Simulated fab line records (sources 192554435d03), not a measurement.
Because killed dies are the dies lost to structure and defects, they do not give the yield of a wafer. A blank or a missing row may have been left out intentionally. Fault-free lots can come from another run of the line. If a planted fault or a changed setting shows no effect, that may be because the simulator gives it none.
fab line records / flow n5_finfet
record lots=7 wafers=20 last_day=18
route steps=1938 shown BEOL_M5@1172
lots with no fault: from the same line, run without faults
start_h: the number of hours between the record's first day and the start of the first shown wafer of the lot / wait_h: how many hours have passed since the lot's step before this one / " as in the row above / L1.1+2: one row covering several wafers at once / - value missing, or start not given / * or withheld: withheld / < > ~ a bound
route shown NAME@n: NAME is a module with steps in the file, n the number in the route of the first one / usual: mean/standard deviation taken from wafers without a fault / same: alike in all rows / chamber/n: place in a boat / sites: the reading at each site / _std_site: their standard deviation / _edge_site: inner sites' mean taken away from outer sites' mean / radius_mm: how far each site lies from the wafer's centre / mask NAME#n: copy n / behind: the tool/chamber that last shaped the wafer / hold: cause of the lot's hold/its duration in hours/its outcome / device: transistor that didn't switch, given as n, p or np / end of line: the same wafers' tests at the end of the route / where a step has no rows: the recipe by itself / killed: dies that structure and defects cost at the first sort, which is not the same as the wafer's yield / map: per-die view of a wafer (x killed, . not killed, _ where there is no die)
set.NAME: setting as actually run; set.NAME@STEP: the setting as run at that earlier step / model.NAME: the simulator's own value behind a step, which no gauge read
a table for each step, a row for each wafer; lots at some steps of the route
services: from which hour (start_h, from the record's first day; less than 0 if before it) a tool's chamber was out of use, for how many hours, and why
## steps
# step N5_BEOL_M5_ALD_86
# recipe material=TaN target_thk_a=* temp_c=275 ald_precursor_family=PDMAT ald_co_reactant=NH3 pressure_torr=3 carrier_flow_sccm=1500 pulse_time_s=2 purge_time_s=3 co_reactant_purge_time_s=2 co_reactant_pulse_time_s=3 ald_cycles=30 precursor_vessel_temp_c=75 precursor_vessel_pressure_torr=26.25 precursor_vessel_carrier_sccm=1000
# usual heater_power_w=416/41
lot.wafer=L226.1 tool=ald_metal-02 chamber=0 start_h=193.93 wait_h=0.1 heater_power_w=366
lot.wafer=L226.2 tool=ald_metal-02 chamber=2 start_h=193.93 wait_h=0.1 heater_power_w=390
lot.wafer=L226.4 tool=ald_metal-02 chamber=2 start_h=193.93 wait_h=0.1 heater_power_w=380
lot.wafer=L227.3 tool=ald_metal-03 chamber=0 start_h=204.82 wait_h=0.0 heater_power_w=411
lot.wafer=L227.4 tool=ald_metal-03 chamber=2 start_h=204.82 wait_h=0.0 heater_power_w=456
lot.wafer=L227.5 tool=ald_metal-03 chamber=0 start_h=204.82 wait_h=0.0 heater_power_w=414
lot.wafer=L229.1 tool=ald_metal-02 chamber=0 start_h=214.91 wait_h=0.0 heater_power_w=365
lot.wafer=L229.2 tool=ald_metal-02 chamber=1 start_h=214.91 wait_h=0.0 heater_power_w=424
lot.wafer=L231.3 tool=ald_metal-03 chamber=0 start_h=226.55 wait_h=0.1 heater_power_w=412
lot.wafer=L231.4 tool=ald_metal-03 chamber=1 start_h=226.55 wait_h=0.1 heater_power_w=358
lot.wafer=L231.5 tool=ald_metal-03 chamber=0 start_h=226.55 wait_h=0.1 heater_power_w=413
lot.wafer=L238.1 tool=ald_metal-03 chamber=3 start_h=271.64 wait_h=0.0 heater_power_w=462
lot.wafer=L238.2 tool=ald_metal-03 chamber=1 start_h=271.64 wait_h=0.0 heater_power_w=360
lot.wafer=L238.5 tool=ald_metal-03 chamber=3 start_h=271.64 wait_h=0.0 heater_power_w=478
lot.wafer=L239.1 tool=ald_metal-03 chamber=0 start_h=279.47 wait_h=0.0 heater_power_w=416
lot.wafer=L239.4 tool=ald_metal-03 chamber=1 start_h=279.47 wait_h=0.0 heater_power_w=353
lot.wafer=L239.5 tool=ald_metal-03 chamber=0 start_h=279.47 wait_h=0.0 heater_power_w=416
lot.wafer=L244.1 tool=ald_metal-03 chamber=2 start_h=314.42 wait_h=0.0 heater_power_w=473
lot.wafer=L244.2 tool=ald_metal-03 chamber=3 start_h=314.42 wait_h=0.0 heater_power_w=460
lot.wafer=L244.4 tool=ald_metal-03 chamber=0 start_h=314.42 wait_h=0.0 heater_power_w=400
# step N5_BEOL_M5_SURFACE_TREAT_87
# recipe gas=Ar time_s=* ion_energy_ev=* ion_current_ma_cm2=0.5 pressure_mtorr=* ar_flow_sccm=30
# step N5_BEOL_M5_CVD_47
# recipe material=Co target_thk_a=30 temp_c=withheld precursor=CCTBA/H2 pressure_torr=30 time_s=216
# step N5_BEOL_M5_SPUTTER_48
# recipe material=Cu target_thk_a=150 temp_c=-20 chamber_pressure_pa=0.07 power_w=withheld time_s=27.62
# step N5_BEOL_M5_ANNEAL_49
# recipe temp_c=400 time_s=1800 ambient=vacuum
# step N5_BEOL_M5_SPUTTER_81
# recipe material=Cu target_thk_a=150 temp_c=-20 chamber_pressure_pa=0.07 power_w=withheld time_s=27.62
# usual throttle_valve_pct=29.5/1.1
# same time_s=27.62
lot.wafer=L226.1 tool=pvd_sputter-02 chamber=- start_h=195.49 wait_h=0.5 throttle_valve_pct=29.2
lot.wafer=L226.2 tool=pvd_sputter-02 chamber=- start_h=195.49 wait_h=0.5 throttle_valve_pct=31.3
lot.wafer=L226.4 tool=pvd_sputter-02 chamber=- start_h=195.49 wait_h=0.5 throttle_valve_pct=30.0
lot.wafer=L227.3 tool=pvd_sputter-03 chamber=- start_h=206.37 wait_h=0.5 throttle_valve_pct=28.4
lot.wafer=L227.4 tool=pvd_sputter-03 chamber=- start_h=206.37 wait_h=0.5 throttle_valve_pct=30.6
lot.wafer=L227.5 tool=pvd_sputter-03 chamber=- start_h=206.37 wait_h=0.5 throttle_valve_pct=28.7
lot.wafer=L229.1 tool=pvd_sputter-03 chamber=- start_h=216.82 wait_h=0.5 throttle_valve_pct=30.9
lot.wafer=L229.2 tool=pvd_sputter-03 chamber=- start_h=216.82 wait_h=0.5 throttle_valve_pct=28.4
lot.wafer=L231.3 tool=pvd_sputter-02 chamber=- start_h=228.18 wait_h=0.5 throttle_valve_pct=29.3
lot.wafer=L231.4 tool=pvd_sputter-02 chamber=- start_h=228.18 wait_h=0.5 throttle_valve_pct=31.1
lot.wafer=L231.5 tool=pvd_sputter-02 chamber=- start_h=228.18 wait_h=0.5 throttle_valve_pct=30.1
lot.wafer=L238.1 tool=pvd_sputter-03 chamber=- start_h=273.41 wait_h=0.5 throttle_valve_pct=30.7
lot.wafer=L238.2 tool=pvd_sputter-03 chamber=- start_h=273.41 wait_h=0.5 throttle_valve_pct=28.9
lot.wafer=L238.5 tool=pvd_sputter-03 chamber=- start_h=273.41 wait_h=0.5 throttle_valve_pct=28.9
lot.wafer=L239.1 tool=pvd_sputter-01 chamber=- start_h=282.55 wait_h=0.5 throttle_valve_pct=27.7
lot.wafer=L239.4 tool=pvd_sputter-01 chamber=- start_h=282.55 wait_h=0.5 throttle_valve_pct=30.8
lot.wafer=L239.5 tool=pvd_sputter-01 chamber=- start_h=282.55 wait_h=0.5 throttle_valve_pct=27.8
lot.wafer=L244.1 tool=pvd_sputter-02 chamber=- start_h=316.14 wait_h=0.5 throttle_valve_pct=29.2
lot.wafer=L244.2 tool=pvd_sputter-02 chamber=- start_h=316.14 wait_h=0.5 throttle_valve_pct=31.1
lot.wafer=L244.4 tool=pvd_sputter-02 chamber=- start_h=316.14 wait_h=0.5 throttle_valve_pct=30.3
# step N5_BEOL_M5_ANNEAL_82
# recipe temp_c=400 time_s=1800 ambient=vacuum
# usual heater_power_w=826/58
# same time_s=1800
lot.wafer=L226.1 tool=pvd_sputter-02 chamber=- start_h=195.57 wait_h=0.0 heater_power_w=885
lot.wafer=L226.2 tool=pvd_sputter-02 chamber=- start_h=195.57 wait_h=0.0 heater_power_w=749
lot.wafer=L226.4 tool=pvd_sputter-02 chamber=- start_h=195.57 wait_h=0.0 heater_power_w=834
lot.wafer=L227.3 tool=pvd_sputter-03 chamber=- start_h=206.45 wait_h=0.0 heater_power_w=805
lot.wafer=L227.4 tool=pvd_sputter-03 chamber=- start_h=206.45 wait_h=0.0 heater_power_w=978
lot.wafer=L227.5 tool=pvd_sputter-03 chamber=- start_h=206.45 wait_h=0.0 heater_power_w=782
lot.wafer=L229.1 tool=pvd_sputter-03 chamber=- start_h=216.90 wait_h=0.0 heater_power_w=989
lot.wafer=L229.2 tool=pvd_sputter-03 chamber=- start_h=216.90 wait_h=0.0 heater_power_w=765
lot.wafer=L231.3 tool=pvd_sputter-02 chamber=- start_h=228.26 wait_h=0.0 heater_power_w=877
lot.wafer=L231.4 tool=pvd_sputter-02 chamber=- start_h=228.26 wait_h=0.0 heater_power_w=759
lot.wafer=L231.5 tool=pvd_sputter-02 chamber=- start_h=228.26 wait_h=0.0 heater_power_w=823
lot.wafer=L238.1 tool=pvd_sputter-03 chamber=- start_h=273.49 wait_h=0.0 heater_power_w=961
lot.wafer=L238.2 tool=pvd_sputter-03 chamber=- start_h=273.49 wait_h=0.0 heater_power_w=873
lot.wafer=L238.5 tool=pvd_sputter-03 chamber=- start_h=273.49 wait_h=0.0 heater_power_w=797
lot.wafer=L239.1 tool=pvd_sputter-01 chamber=- start_h=282.63 wait_h=0.0 heater_power_w=834
lot.wafer=L239.4 tool=pvd_sputter-01 chamber=- start_h=282.63 wait_h=0.0 heater_power_w=864
lot.wafer=L239.5 tool=pvd_sputter-01 chamber=- start_h=282.63 wait_h=0.0 heater_power_w=787
lot.wafer=L244.1 tool=pvd_sputter-02 chamber=- start_h=316.22 wait_h=0.0 heater_power_w=895
lot.wafer=L244.2 tool=pvd_sputter-02 chamber=- start_h=316.22 wait_h=0.0 heater_power_w=756
lot.wafer=L244.4 tool=pvd_sputter-02 chamber=- start_h=316.22 wait_h=0.0 heater_power_w=792
# step N5_BEOL_M5_SPUTTER_83
# recipe material=Cu target_thk_a=150 temp_c=-20 chamber_pressure_pa=0.07 power_w=withheld time_s=27.62
# usual throttle_valve_pct=29.5/1.1
# same time_s=27.62
lot.wafer=L226.1 tool=pvd_sputter-02 chamber=- start_h=196.58 wait_h=0.5 throttle_valve_pct=29.2
lot.wafer=L226.2 tool=pvd_sputter-02 chamber=- start_h=196.58 wait_h=0.5 throttle_valve_pct=31.0
lot.wafer=L226.4 tool=pvd_sputter-02 chamber=- start_h=196.58 wait_h=0.5 throttle_valve_pct=30.0
lot.wafer=L227.3 tool=pvd_sputter-03 chamber=- start_h=207.46 wait_h=0.5 throttle_valve_pct=28.8
lot.wafer=L227.4 tool=pvd_sputter-03 chamber=- start_h=207.46 wait_h=0.5 throttle_valve_pct=30.8
lot.wafer=L227.5 tool=pvd_sputter-03 chamber=- start_h=207.46 wait_h=0.5 throttle_valve_pct=28.8
lot.wafer=L229.1 tool=pvd_sputter-03 chamber=- start_h=217.90 wait_h=0.5 throttle_valve_pct=30.9
lot.wafer=L229.2 tool=pvd_sputter-03 chamber=- start_h=217.90 wait_h=0.5 throttle_valve_pct=28.8
lot.wafer=L231.3 tool=pvd_sputter-02 chamber=- start_h=229.26 wait_h=0.5 throttle_valve_pct=29.3
lot.wafer=L231.4 tool=pvd_sputter-02 chamber=- start_h=229.26 wait_h=0.5 throttle_valve_pct=31.1
lot.wafer=L231.5 tool=pvd_sputter-02 chamber=- start_h=229.26 wait_h=0.5 throttle_valve_pct=30.2
lot.wafer=L238.1 tool=pvd_sputter-03 chamber=- start_h=274.50 wait_h=0.5 throttle_valve_pct=31.0
lot.wafer=L238.2 tool=pvd_sputter-03 chamber=- start_h=274.50 wait_h=0.5 throttle_valve_pct=29.0
lot.wafer=L238.5 tool=pvd_sputter-03 chamber=- start_h=274.50 wait_h=0.5 throttle_valve_pct=28.8
lot.wafer=L239.1 tool=pvd_sputter-01 chamber=- start_h=283.64 wait_h=0.5 throttle_valve_pct=27.8
lot.wafer=L239.4 tool=pvd_sputter-01 chamber=- start_h=283.64 wait_h=0.5 throttle_valve_pct=30.5
lot.wafer=L239.5 tool=pvd_sputter-01 chamber=- start_h=283.64 wait_h=0.5 throttle_valve_pct=27.7
lot.wafer=L244.1 tool=pvd_sputter-02 chamber=- start_h=317.23 wait_h=0.5 throttle_valve_pct=29.3
lot.wafer=L244.2 tool=pvd_sputter-02 chamber=- start_h=317.23 wait_h=0.5 throttle_valve_pct=31.2
lot.wafer=L244.4 tool=pvd_sputter-02 chamber=- start_h=317.23 wait_h=0.5 throttle_valve_pct=30.1
# step N5_BEOL_M5_ANNEAL_84
# recipe temp_c=400 time_s=1800 ambient=vacuum
# step N5_BEOL_M5_SPUTTER_88
# recipe material=Cu target_thk_a=150 temp_c=-20 chamber_pressure_pa=0.07 power_w=withheld time_s=27.62
# step N5_BEOL_M5_ANNEAL_89
# recipe temp_c=400 time_s=1800 ambient=vacuum
# step N5_BEOL_M5_SPUTTER_90
# recipe material=Cu target_thk_a=45 temp_c=-20 chamber_pressure_pa=0.07 power_w=withheld time_s=8.29
# usual throttle_valve_pct=29.5/1.1
# same time_s=8.29
lot.wafer=L226.1 tool=pvd_sputter-02 chamber=- start_h=198.75 wait_h=0.5 throttle_valve_pct=29.3
lot.wafer=L226.2 tool=pvd_sputter-02 chamber=- start_h=198.75 wait_h=0.5 throttle_valve_pct=31.3
lot.wafer=L226.4 tool=pvd_sputter-02 chamber=- start_h=198.75 wait_h=0.5 throttle_valve_pct=30.4
lot.wafer=L227.3 tool=pvd_sputter-03 chamber=- start_h=209.63 wait_h=0.5 throttle_valve_pct=28.7
lot.wafer=L227.4 tool=pvd_sputter-03 chamber=- start_h=209.63 wait_h=0.5 throttle_valve_pct=30.9
lot.wafer=L227.5 tool=pvd_sputter-03 chamber=- start_h=209.63 wait_h=0.5 throttle_valve_pct=28.9
lot.wafer=L229.1 tool=pvd_sputter-03 chamber=- start_h=220.08 wait_h=0.5 throttle_valve_pct=30.7
lot.wafer=L229.2 tool=pvd_sputter-03 chamber=- start_h=220.08 wait_h=0.5 throttle_valve_pct=28.5
lot.wafer=L231.3 tool=pvd_sputter-02 chamber=- start_h=231.44 wait_h=0.5 throttle_valve_pct=29.4
lot.wafer=L231.4 tool=pvd_sputter-02 chamber=- start_h=231.44 wait_h=0.5 throttle_valve_pct=31.3
lot.wafer=L231.5 tool=pvd_sputter-02 chamber=- start_h=231.44 wait_h=0.5 throttle_valve_pct=30.1
lot.wafer=L238.1 tool=pvd_sputter-03 chamber=- start_h=276.67 wait_h=0.5 throttle_valve_pct=30.8
lot.wafer=L238.2 tool=pvd_sputter-03 chamber=- start_h=276.67 wait_h=0.5 throttle_valve_pct=29.0
lot.wafer=L238.5 tool=pvd_sputter-03 chamber=- start_h=276.67 wait_h=0.5 throttle_valve_pct=28.7
lot.wafer=L239.1 tool=pvd_sputter-01 chamber=- start_h=285.81 wait_h=0.5 throttle_valve_pct=27.8
lot.wafer=L239.4 tool=pvd_sputter-01 chamber=- start_h=285.81 wait_h=0.5 throttle_valve_pct=30.5
lot.wafer=L239.5 tool=pvd_sputter-01 chamber=- start_h=285.81 wait_h=0.5 throttle_valve_pct=28.0
lot.wafer=L244.1 tool=pvd_sputter-02 chamber=- start_h=319.40 wait_h=0.5 throttle_valve_pct=29.4
lot.wafer=L244.2 tool=pvd_sputter-02 chamber=- start_h=319.40 wait_h=0.5 throttle_valve_pct=31.2
lot.wafer=L244.4 tool=pvd_sputter-02 chamber=- start_h=319.40 wait_h=0.5 throttle_valve_pct=30.4
# step N5_BEOL_M5_ECD_50
# recipe material=Cu target_thk_a=3000
lot.wafer=L226.1 tool=ecd_cu-02 chamber=1 start_h=198.87 wait_h=0.1 model.Cu_of_BEOL_M5_ECD_50.thk_nm=303.6
lot.wafer=L226.2 tool=ecd_cu-02 chamber=0 start_h=198.87 wait_h=0.1 model.Cu_of_BEOL_M5_ECD_50.thk_nm=294.4
lot.wafer=L226.4 tool=ecd_cu-02 chamber=1 start_h=198.87 wait_h=0.1 model.Cu_of_BEOL_M5_ECD_50.thk_nm=295.2
lot.wafer=L227.3 tool=ecd_cu-02 chamber=0 start_h=209.77 wait_h=0.1 model.Cu_of_BEOL_M5_ECD_50.thk_nm=296.2
lot.wafer=L227.4 tool=ecd_cu-02 chamber=1 start_h=209.77 wait_h=0.1 model.Cu_of_BEOL_M5_ECD_50.thk_nm=292.6
lot.wafer=L227.5 tool=ecd_cu-02 chamber=0 start_h=209.77 wait_h=0.1 model.Cu_of_BEOL_M5_ECD_50.thk_nm=462.2
lot.wafer=L229.1 tool=ecd_cu-02 chamber=1 start_h=220.19 wait_h=0.1 model.Cu_of_BEOL_M5_ECD_50.thk_nm=464.2
lot.wafer=L229.2 tool=ecd_cu-02 chamber=0 start_h=220.19 wait_h=0.1 model.Cu_of_BEOL_M5_ECD_50.thk_nm=298.4
lot.wafer=L231.3 tool=ecd_cu-02 chamber=1 start_h=231.57 wait_h=0.1 model.Cu_of_BEOL_M5_ECD_50.thk_nm=298.8
lot.wafer=L231.4 tool=ecd_cu-02 chamber=0 start_h=231.57 wait_h=0.1 model.Cu_of_BEOL_M5_ECD_50.thk_nm=301
lot.wafer=L231.5 tool=ecd_cu-02 chamber=0 start_h=231.57 wait_h=0.1 model.Cu_of_BEOL_M5_ECD_50.thk_nm=465.2
lot.wafer=L238.1 tool=ecd_cu-01 chamber=0 start_h=276.79 wait_h=0.1 model.Cu_of_BEOL_M5_ECD_50.thk_nm=298.4
lot.wafer=L238.2 tool=ecd_cu-01 chamber=1 start_h=276.79 wait_h=0.1 model.Cu_of_BEOL_M5_ECD_50.thk_nm=296
lot.wafer=L238.5 tool=ecd_cu-01 chamber=1 start_h=276.79 wait_h=0.1 model.Cu_of_BEOL_M5_ECD_50.thk_nm=300
lot.wafer=L239.1 tool=ecd_cu-02 chamber=0 start_h=285.93 wait_h=0.1 model.Cu_of_BEOL_M5_ECD_50.thk_nm=297.2
lot.wafer=L239.4 tool=ecd_cu-02 chamber=1 start_h=285.93 wait_h=0.1 model.Cu_of_BEOL_M5_ECD_50.thk_nm=297.4
lot.wafer=L239.5 tool=ecd_cu-02 chamber=1 start_h=285.93 wait_h=0.1 model.Cu_of_BEOL_M5_ECD_50.thk_nm=299.2
lot.wafer=L244.1 tool=ecd_cu-01 chamber=0 start_h=319.52 wait_h=0.1 model.Cu_of_BEOL_M5_ECD_50.thk_nm=299.4
lot.wafer=L244.2 tool=ecd_cu-01 chamber=1 start_h=319.52 wait_h=0.1 model.Cu_of_BEOL_M5_ECD_50.thk_nm=298.8
lot.wafer=L244.4 tool=ecd_cu-01 chamber=1 start_h=319.52 wait_h=0.1 model.Cu_of_BEOL_M5_ECD_50.thk_nm=297.2
# step N5_BEOL_M5_ANNEAL_51
# recipe temp_c=225 time_s=90 ambient=N2
# step N5_BEOL_M5_CMP_52
# recipe stop_on=SiCOH_lowk t_overpolish_s=6.9 down_force_psi=1 platen_rpm=50 clearing_platen_down_force_psi=1.5 clearing_platen_rpm=50 post_cmp_clean=cu_alkaline target_thk_nm=62 clearing_platen_pad_velocity_m_s=0.99484 pad_velocity_m_s=0.99484
# usual motor_current_A=6.1/0.72 pad_life_wafers=1042/610 time_to_endpoint_s=61.5/2.9
lot.wafer=L226.4 tool=cmp-01 chamber=2 start_h=202.68 wait_h=0.3 motor_current_A=6.8 pad_life_wafers=259 time_to_endpoint_s=59.1
lot.wafer=L226.1 tool=cmp-01 chamber=3 start_h=202.68 wait_h=0.3 motor_current_A=6.4 pad_life_wafers=260 time_to_endpoint_s=64.7
lot.wafer=L226.2 tool=cmp-01 chamber=0 start_h=202.68 wait_h=0.3 motor_current_A=5.3 pad_life_wafers=261 time_to_endpoint_s=59.1
lot.wafer=L227.3 tool=cmp-04 chamber=1 start_h=212.46 wait_h=0.2 motor_current_A=5.7 pad_life_wafers=708 time_to_endpoint_s=64.3
lot.wafer=L227.4 tool=cmp-04 chamber=2 start_h=212.46 wait_h=0.2 motor_current_A=6.0 pad_life_wafers=709 time_to_endpoint_s=64.0
lot.wafer=L227.5 tool=cmp-04 chamber=2 start_h=212.46 wait_h=0.2 motor_current_A=6.0 pad_life_wafers=- time_to_endpoint_s=101.5
lot.wafer=L229.2 tool=cmp-03 chamber=0 start_h=221.40 wait_h=0.2 motor_current_A=6.7 pad_life_wafers=1363 time_to_endpoint_s=60.0
lot.wafer=L229.1 tool=cmp-03 chamber=2 start_h=221.40 wait_h=0.2 motor_current_A=7.2 pad_life_wafers=1365 time_to_endpoint_s=89.7
lot.wafer=L231.3 tool=cmp-04 chamber=3 start_h=232.14 wait_h=0.2 motor_current_A=6.1 pad_life_wafers=835 time_to_endpoint_s=60.1
lot.wafer=L231.4 tool=cmp-04 chamber=0 start_h=232.14 wait_h=0.2 motor_current_A=6.8 pad_life_wafers=836 time_to_endpoint_s=60.8
lot.wafer=L231.5 tool=cmp-04 chamber=2 start_h=232.14 wait_h=0.2 motor_current_A=6.0 pad_life_wafers=- time_to_endpoint_s=99.9
lot.wafer=L238.1 tool=cmp-03 chamber=3 start_h=277.37 wait_h=0.3 motor_current_A=4.6 pad_life_wafers=1910 time_to_endpoint_s=60.4
lot.wafer=L238.2 tool=cmp-03 chamber=0 start_h=277.37 wait_h=0.3 motor_current_A=6.4 pad_life_wafers=1911 time_to_endpoint_s=62.1
lot.wafer=L238.5 tool=cmp-03 chamber=2 start_h=277.37 wait_h=0.3 motor_current_A=7.4 pad_life_wafers=- time_to_endpoint_s=58.4
lot.wafer=L239.1 tool=cmp-04 chamber=1 start_h=286.62 wait_h=0.6 motor_current_A=5.6 pad_life_wafers=1129 time_to_endpoint_s=62.9
lot.wafer=L239.4 tool=cmp-04 chamber=3 start_h=286.62 wait_h=0.6 motor_current_A=5.8 pad_life_wafers=1131 time_to_endpoint_s=61.6
lot.wafer=L239.5 tool=cmp-04 chamber=0 start_h=286.62 wait_h=0.6 motor_current_A=6.9 pad_life_wafers=- time_to_endpoint_s=61.4
lot.wafer=L244.2 tool=cmp-04 chamber=2 start_h=319.94 wait_h=0.2 motor_current_A=5.8 pad_life_wafers=1411 time_to_endpoint_s=62.2
lot.wafer=L244.1 tool=cmp-04 chamber=3 start_h=319.94 wait_h=0.2 motor_current_A=6.1 pad_life_wafers=1412 time_to_endpoint_s=58.7
lot.wafer=L244.4 tool=cmp-04 chamber=0 start_h=319.94 wait_h=0.2 motor_current_A=6.2 pad_life_wafers=1413 time_to_endpoint_s=60.7
# step N5_BEOL_M5_THK_MEAS_53
# recipe thk_meas_gauge=xrf reads=Cu_of_BEOL_M5_ECD_50
# usual M5_THK=62.9/1.6
lot.wafer=L226.1 tool=film_metro-02 chamber=- start_h=202.94 wait_h=- M5_THK[nm]=62.7
lot.wafer=L226.2 tool=film_metro-02 chamber=- start_h=202.94 wait_h=- M5_THK[nm]=60.8
lot.wafer=L226.4 tool=film_metro-02 chamber=- start_h=202.94 wait_h=- M5_THK[nm]=60.2
lot.wafer=L227.3 tool=film_metro-02 chamber=- start_h=212.76 wait_h=- M5_THK[nm]=64.1
lot.wafer=L227.4 tool=film_metro-02 chamber=- start_h=212.76 wait_h=- M5_THK[nm]=62.9
lot.wafer=L227.5 tool=film_metro-02 chamber=- start_h=212.76 wait_h=- M5_THK[nm]=65.5
lot.wafer=L229.1 tool=film_metro-02 chamber=- start_h=221.65 wait_h=- M5_THK[nm]=62.0
lot.wafer=L229.2 tool=film_metro-02 chamber=- start_h=221.65 wait_h=- M5_THK[nm]=61.9
lot.wafer=L231.3 tool=film_metro-02 chamber=- start_h=232.40 wait_h=- M5_THK[nm]=63.2
lot.wafer=L231.4 tool=film_metro-02 chamber=- start_h=232.40 wait_h=- M5_THK[nm]=64.4
lot.wafer=L231.5 tool=film_metro-02 chamber=- start_h=232.40 wait_h=- M5_THK[nm]=65.5
lot.wafer=L238.1 tool=film_metro-02 chamber=- start_h=277.59 wait_h=- M5_THK[nm]=63.1
lot.wafer=L238.2 tool=film_metro-02 chamber=- start_h=277.59 wait_h=- M5_THK[nm]=64.1
lot.wafer=L238.5 tool=film_metro-02 chamber=- start_h=277.59 wait_h=- M5_THK[nm]=61.7
lot.wafer=L239.1 tool=film_metro-02 chamber=- start_h=286.88 wait_h=- M5_THK[nm]=64.2
lot.wafer=L239.4 tool=film_metro-02 chamber=- start_h=286.88 wait_h=- M5_THK[nm]=62.7
lot.wafer=L239.5 tool=film_metro-02 chamber=- start_h=286.88 wait_h=- M5_THK[nm]=62.9
lot.wafer=L244.1 tool=film_metro-02 chamber=- start_h=320.20 wait_h=- M5_THK[nm]=61.8
lot.wafer=L244.2 tool=film_metro-02 chamber=- start_h=320.20 wait_h=- M5_THK[nm]=62.9
lot.wafer=L244.4 tool=film_metro-02 chamber=- start_h=320.20 wait_h=- M5_THK[nm]=62.1
## services
tool=cmp-01 chamber=- start_h=173.70 hours=4.0 kind=pm
tool=cmp-01 chamber=- start_h=177.70 hours=- kind=consumable_replace:conditioner
tool=cmp-04 chamber=- start_h=181.53 hours=0.9 kind=repair
tool=ald_metal-02 chamber=3 start_h=190.10 hours=6.9 kind=repair
tool=cmp-01 chamber=- start_h=190.44 hours=1.3 kind=repair
tool=cmp-04 chamber=- start_h=197.17 hours=5.3 kind=pm
tool=cmp-03 chamber=- start_h=204.80 hours=1.4 kind=repair
tool=ald_metal-02 chamber=- start_h=208.27 hours=0.6 kind=repair
tool=ecd_cu-01 chamber=- start_h=211.78 hours=2.0 kind=repair
tool=cmp-04 chamber=- start_h=219.11 hours=0.3 kind=repair
tool=ald_metal-03 chamber=- start_h=222.29 hours=1.4 kind=repair
tool=ald_metal-02 chamber=- start_h=233.97 hours=0.9 kind=repair
tool=cmp-04 chamber=- start_h=241.20 hours=14.3 kind=repair
tool=ecd_cu-01 chamber=- start_h=252.78 hours=7.3 kind=pm
tool=cmp-01 chamber=- start_h=255.04 hours=5.6 kind=pm
tool=cmp-04 chamber=- start_h=255.52 hours=7.6 kind=pm
tool=cmp-01 chamber=- start_h=262.95 hours=15.5 kind=pm
tool=ald_metal-02 chamber=2 start_h=281.18 hours=43.6 kind=repair
tool=cmp-03 chamber=- start_h=298.82 hours=4.0 kind=pm
tool=cmp-03 chamber=- start_h=302.82 hours=- kind=consumable_replace:conditioner
tool=cmp-03 chamber=- start_h=302.82 hours=- kind=consumable_replace:pad
tool=ald_metal-03 chamber=- start_h=303.68 hours=6.0 kind=pm
tool=ecd_cu-01 chamber=- start_h=304.44 hours=2.8 kind=repair
tool=cmp-01 chamber=- start_h=312.11 hours=2.6 kind=repair
## key
first_sign step=N5_BEOL_M5_CMP_52 reading=time_to_endpoint_s direction=up sigmas=12 usual=* struck=*
effect none on later readings
model_effect step=N5_BEOL_M5_ECD_50 value=Cu_of_BEOL_M5_ECD_50.thk_nm without=295.1 struck=463.9
met_at N5_BEOL_M5_ECD_50
struck_wafers L227.5,L229.1,L231.5
onset_between 198.87 209.77
fault kind=process_parameter_drift tool=ecd_cu-02 chamber=- onset_h=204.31 steps=N5_BEOL_M5_ECD_50 channel=target_thk_a offset=* shape=step end_h=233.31 scope=struck_wafers_only acts_in=* stated=*
